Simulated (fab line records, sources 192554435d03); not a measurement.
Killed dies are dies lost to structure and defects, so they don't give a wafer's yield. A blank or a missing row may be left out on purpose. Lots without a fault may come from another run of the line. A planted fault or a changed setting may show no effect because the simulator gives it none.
Chamber matching | flow n5_finfet | N5_BEOL_M4_ETCH_74 on rie_diel-06: 4 sister chambers
The step etches underlayer in N2/H2, target depth 6.5 nm, time 5.2 s. 33 wafers are shown with their chamber, then 12 later ones without.

WAFERS WITH THEIR CHAMBER
wafer  | chamber | showerhead_plenum_p_Torr (Torr) | throttle_valve_pct (%) | oes_product_au (a.u.)
L074.1 | 2       | 2.49                            | 17.75                  | 0.73
L074.3 | 1       | 2.60                            | 17.78                  | 0.78
L074.6 | 1       | 2.60                            | 17.74                  | 0.78
L076.2 | 0       | 2.52                            | 17.88                  | 0.62
L076.3 | 2       | 2.49                            | 17.74                  | 0.73
L076.6 | 0       | 2.52                            | 17.87                  | 0.61
L081.4 | 2       | 2.48                            | 17.80                  | 0.71
L081.5 | 3       | 2.52                            | 18.15                  | 0.60
L081.6 | 0       | 2.52                            | 17.90                  | 0.60
L083.1 | 1       | 2.60                            | 17.77                  | 0.76
L083.2 | 0       | 2.52                            | 17.89                  | 0.60
L083.4 | 3       | 2.52                            | 18.17                  | 0.60
L082.2 | 2       | 2.48                            | 17.79                  | 0.70
L082.3 | 1       | 2.60                            | 17.77                  | 0.77
L082.6 | 0       | 2.52                            | 17.91                  | 0.61
L085.2 | 3       | 2.51                            | 18.16                  | 0.60
L085.3 | 2       | 2.47                            | 17.82                  | 0.70
L085.4 | 3       | 2.52                            | 18.17                  | 0.59
L086.2 | 3       | 2.51                            | 18.18                  | 0.60
L086.3 | 2       | 2.47                            | 17.81                  | 0.70
L086.5 | 2       | 2.47                            | 17.83                  | 0.70
L087.2 | 3       | 2.51                            | 18.18                  | 0.60
L087.3 | 1       | 2.60                            | 17.77                  | 0.75
L087.6 | 1       | 2.59                            | 17.80                  | 0.74
L089.3 | 1       | 2.59                            | 17.80                  | 0.74
L089.5 | 1       | 2.59                            | 17.77                  | 0.74
L089.6 | 2       | 2.47                            | 17.82                  | 0.69
L091.2 | 1       | 2.59                            | 17.80                  | 0.72
L091.5 | 1       | 2.59                            | 17.80                  | 0.73
L091.6 | 0       | 2.51                            | 17.95                  | 0.60
L090.2 | 0       | 2.51                            | 17.95                  | 0.59
L090.5 | 1       | 2.59                            | 17.82                  | 0.73
L090.6 | 2       | 2.47                            | 17.83                  | 0.69

SIGNATURES (means of the wafers above)
reading                  | chamber 0 | chamber 1 | chamber 2 | chamber 3 | scatter within a chamber
showerhead_plenum_p_Torr | 2.5171    | 2.5945    | 2.4767    | 2.5150    | 0.00634
throttle_valve_pct       | 17.9071   | 17.7836   | 17.7989   | 18.1683   | 0.0268
oes_product_au           | 0.6043    | 0.7491    | 0.7056    | 0.5983    | 0.0153
Rule: a wafer's distance from a chamber is the root of the sum, over the readings, of the square of ((its reading less the chamber's mean) divided by the reading's scatter). The wafer belongs to the nearest chamber; if the next one is less than 2 further off, it can't be placed. The scatter: the root of (the sum of the squares of (reading less its chamber's mean) over the shown wafers, divided by (wafers less chambers)).

WAFERS WITHOUT THEIR CHAMBER
wafer  | showerhead_plenum_p_Torr (Torr) | throttle_valve_pct (%) | oes_product_au (a.u.)
L093.3 | 2.59                            | 17.82                  | 0.72
L093.4 | 2.46                            | 17.85                  | 0.68
L093.6 | 2.47                            | 17.87                  | 0.68
L095.1 | 2.58                            | 17.83                  | 0.72
L095.2 | 2.50                            | 17.97                  | 0.58
L095.4 | 2.51                            | 17.76                  | 0.84
L096.2 | 2.51                            | 17.74                  | 0.83
L096.4 | 2.58                            | 17.80                  | 0.71
L096.5 | 2.46                            | 17.84                  | 0.68
L097.1 | 2.58                            | 17.84                  | 0.72
L097.2 | 2.50                            | 17.93                  | 0.58
L097.5 | 2.58                            | 17.85                  | 0.72

WHICH CHAMBER EACH WENT THROUGH
wafer  | from the rows above | in truth
L093.3 | 1                   | 1
L093.4 | 2                   | 2
L093.6 | 2                   | 2
L095.1 | 1                   | 1
L095.2 | 0                   | 0
L095.4 | 2                   | 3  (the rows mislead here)
L096.2 | 2                   | 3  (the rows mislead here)
L096.4 | 1                   | 1
L096.5 | 2                   | 2
L097.1 | 1                   | 1
L097.2 | 0                   | 0
L097.5 | 1                   | 1
Placed correctly: 10 of 12. Can't be placed from these rows: 0. Placed wrongly: 2.
